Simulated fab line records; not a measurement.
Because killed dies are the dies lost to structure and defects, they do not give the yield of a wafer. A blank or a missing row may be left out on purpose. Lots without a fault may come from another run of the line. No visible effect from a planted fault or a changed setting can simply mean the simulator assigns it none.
Which of the tools did it?    flow n5_finfet    Sampling: 24 lots, 72 wafers, 2 of 1938 route steps

WHAT THE GAUGES SHOWED, per wafer
N5_MOL_CONTACT_COAG_OVL_MEAS_09. Usual: CA_OVL gives -0.5 nm (standard deviation 0.66).
lot   measured      on          CA_OVL (nm)     flag
L074  day 4 15:02   overlay-02  -0.9 -0.9 -0.8  
L075  day 4 23:28   overlay-02  -1.3 -0.3 -0.7  
L076  day 5 06:11   overlay-01  0.1 -1.0 -0.7   
L077  day 5 08:58   overlay-02  -1.7 -0.9 -0.7  
L078  day 5 14:19   overlay-02  0.4 0.5 -0.4    
L079  day 5 20:36   overlay-01  0.0 0.0 0.0     
L080  day 6 03:54   overlay-01  -0.5 -0.7 -0.2  
L081  day 6 11:07   overlay-02  -0.7 0.0 -0.1   
L082  day 6 14:02   overlay-01  -0.5 -1.1 -2.6  
L083  day 6 21:56   overlay-01  1.2 0.5 0.6     
L084  day 7 06:46   overlay-01  -0.4 0.1 -0.2   
L085  day 7 15:40   overlay-01  -0.1 -0.9 -0.7  
L086  day 7 20:16   overlay-02  -1.2 -0.7 -1.3  
L087  day 8 04:59   overlay-01  -1.4 0.0 -1.2   
L088  day 8 05:22   overlay-01  -1.1 -0.2 -0.1  
L089  day 8 06:43   overlay-01  -0.5 -0.1 -0.1  
L091  day 9 01:57   overlay-02  -0.8 -0.5 -0.3  
L090  day 9 03:12   overlay-02  0.3 -1.0 0.0    
L092  day 9 06:23   overlay-01  -0.4 -0.7 -0.3  
L093  day 9 10:56   overlay-02  -1.5 -0.9 -0.8  
L094  day 9 16:12   overlay-01  0.0 -1.2 1.2    
L095  day 9 23:26   overlay-01  -1.1 -1.1 -1.4  
L096  day 10 05:43  overlay-02  -0.9 0.1 -0.8   
L097  day 10 15:13  overlay-02  -0.5 0.1 0.5    

N5_MOL_CONTACT_COAG_INSPECT_10: inspects for defects (brightfield). Usual: raw_defect_count 69, standard deviation 24.
lot   measured      on                 raw_defect_count  flag
L074  day 4 15:05   defect_inspect-02  79 96 83          
L075  day 4 23:31   defect_inspect-02  71 68 63          
L076  day 5 06:14   defect_inspect-01  78 40 53          
L077  day 5 09:01   defect_inspect-01  37 69 40          
L078  day 5 14:22   defect_inspect-01  86 109 54         
L079  day 5 20:38   defect_inspect-01  82 62 120         
L080  day 6 03:58   defect_inspect-02  41 45 48          
L081  day 6 11:10   defect_inspect-02  132 97 85         
L082  day 6 14:05   defect_inspect-01  65 113 157        
L083  day 6 21:59   defect_inspect-02  53 64 50          
L084  day 7 06:49   defect_inspect-01  62 72 89          
L085  day 7 15:43   defect_inspect-02  61 52 84          
L086  day 7 20:19   defect_inspect-01  65 107 96         
L087  day 8 05:01   defect_inspect-02  57 29 74          
L088  day 8 05:26   defect_inspect-02  55 139 75         
L089  day 8 06:47   defect_inspect-02  45 57 43          
L091  day 9 02:01   defect_inspect-01  51 67 56          
L090  day 9 03:15   defect_inspect-01  91 44 70          
L092  day 9 06:26   defect_inspect-01  57 71 61          
L093  day 9 11:00   defect_inspect-01  100 72 46         
L094  day 9 16:16   defect_inspect-02  93 116 78         
L095  day 9 23:29   defect_inspect-01  52 76 64          
L096  day 10 05:47  defect_inspect-01  69 64 36          
L097  day 10 15:17  defect_inspect-01  65 67 81          

TOOL THAT RAN EACH LOT (tool first, then ch and the chambers of the sampled wafers, then the start)
No process step before these readings appears in the record.

AS READ BY THE TOOLS THEMSELVES (means over the sampled wafers that have a number; for cases with no such wafer, the mark the record gives instead)
The record holds no such reading with a usual standard deviation.

THE ANSWER, worked out from the rows above alone
Rule: lot off if the mean of its wafers having a number is beyond 3 standard deviations from the usual mean. A lot without any number at a reading at which 4 lots or more have one is off too. Where the step has rows for the other lots, those lots are counted as sound. After the gauges, taken in route order, come the tools' own readings; for these a lot's mean is taken, as printed above. The first step at which some lot is off is used, and at that step the reading that is off furthest; a lot without a number counts as furthest.
No lot is off on any of the readings shown, so nothing can be concluded from this.

WHAT THE SIMULATOR PUT IN
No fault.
